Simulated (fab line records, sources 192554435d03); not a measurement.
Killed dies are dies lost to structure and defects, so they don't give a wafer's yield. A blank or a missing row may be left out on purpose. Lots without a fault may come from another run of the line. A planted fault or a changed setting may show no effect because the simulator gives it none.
Which tool did it? | flow n5_finfet | 24 lots, 72 wafers sampled, at 1 step of a route of 1938

WHAT THE GAUGES READ, wafer by wafer
N5_DUMMY_GATE_THK_MEAS_05.
lot  | measured    | on            | thk_nm (nm)
L074 | day 2 20:49 | film_metro-02 | 68.6 71.0 70.1
L075 | day 3 00:26 | film_metro-01 | 72.8 71.9 71.4
L076 | day 3 07:59 | film_metro-01 | 70.9 72.2 68.7
L077 | day 3 12:02 | film_metro-02 | 70.7 71.3 70.6
L078 | day 3 18:47 | film_metro-01 | 70.0 71.7 70.4
L079 | day 3 23:35 | film_metro-02 | 71.6 73.9 70.2
L080 | day 4 04:41 | film_metro-01 | 74.0 70.1 72.5
L081 | day 4 13:29 | film_metro-02 | 72.7 69.9 70.7
L082 | day 4 16:40 | film_metro-01 | 73.0 72.5 74.3
L083 | day 5 00:53 | film_metro-02 | 70.0 68.6 70.1
L084 | day 5 05:48 | film_metro-02 | 71.8 70.7 70.2
L085 | day 5 19:41 | film_metro-02 | 71.2 71.4 72.2
L086 | day 5 21:01 | film_metro-02 | 72.0 72.5 70.8
L087 | day 6 01:01 | film_metro-02 | 72.1 71.1 71.3
L088 | day 6 07:31 | film_metro-02 | 72.2 71.8 71.0
L089 | day 6 13:10 | film_metro-01 | 71.9 69.5 69.7
L090 | day 6 17:07 | film_metro-01 | 70.7 72.2 70.8
L091 | day 7 02:31 | film_metro-02 | 72.2 72.1 72.5
L092 | day 7 05:25 | film_metro-02 | 71.5 71.8 71.3
L093 | day 7 14:25 | film_metro-02 | 71.0 71.0 70.6
L094 | day 7 19:19 | film_metro-02 | 70.6 70.4 70.8
L095 | day 8 00:49 | film_metro-02 | 70.3 71.4 73.8
L096 | day 8 05:16 | film_metro-01 | 74.4 72.3 73.6
L097 | day 8 11:27 | film_metro-01 | 73.1 70.0 71.2

WHICH TOOL RAN EACH LOT (tool, then ch and the chambers of the sampled wafers, then the start)
The record holds no process step before these readings.

WHAT THE TOOLS THEMSELVES READ (means of the sampled wafers that have a number; where no wafer has one, the mark that the record gives instead)
The record holds no such reading with a usual standard deviation.

THE ANSWER, worked out from the rows above alone
Rule: what is usual is taken from the lots themselves. Put in order of their means at a reading, lots are off if they are a third of the lots or fewer, leave a main group of 4 or more, and stand apart from it by a gap of 3 or more times the standard deviation of the main group's means; of several such gaps the widest counts. A main group whose means are all the same, to the digits that the tables above print for the reading, isn't used. A lot without any number at a reading at which 4 lots or more have one is off too. The other lots that the step has rows for count as sound. The gauges are gone through in route order, then the tools' own readings, and for those a lot's mean is taken as printed above. The first step at which some lot is off is used, and at that step the reading that is off furthest; a lot without a number counts as furthest.
No lot is off at any reading shown: from this, nothing can be told.

WHAT THE SIMULATOR HAD PUT IN
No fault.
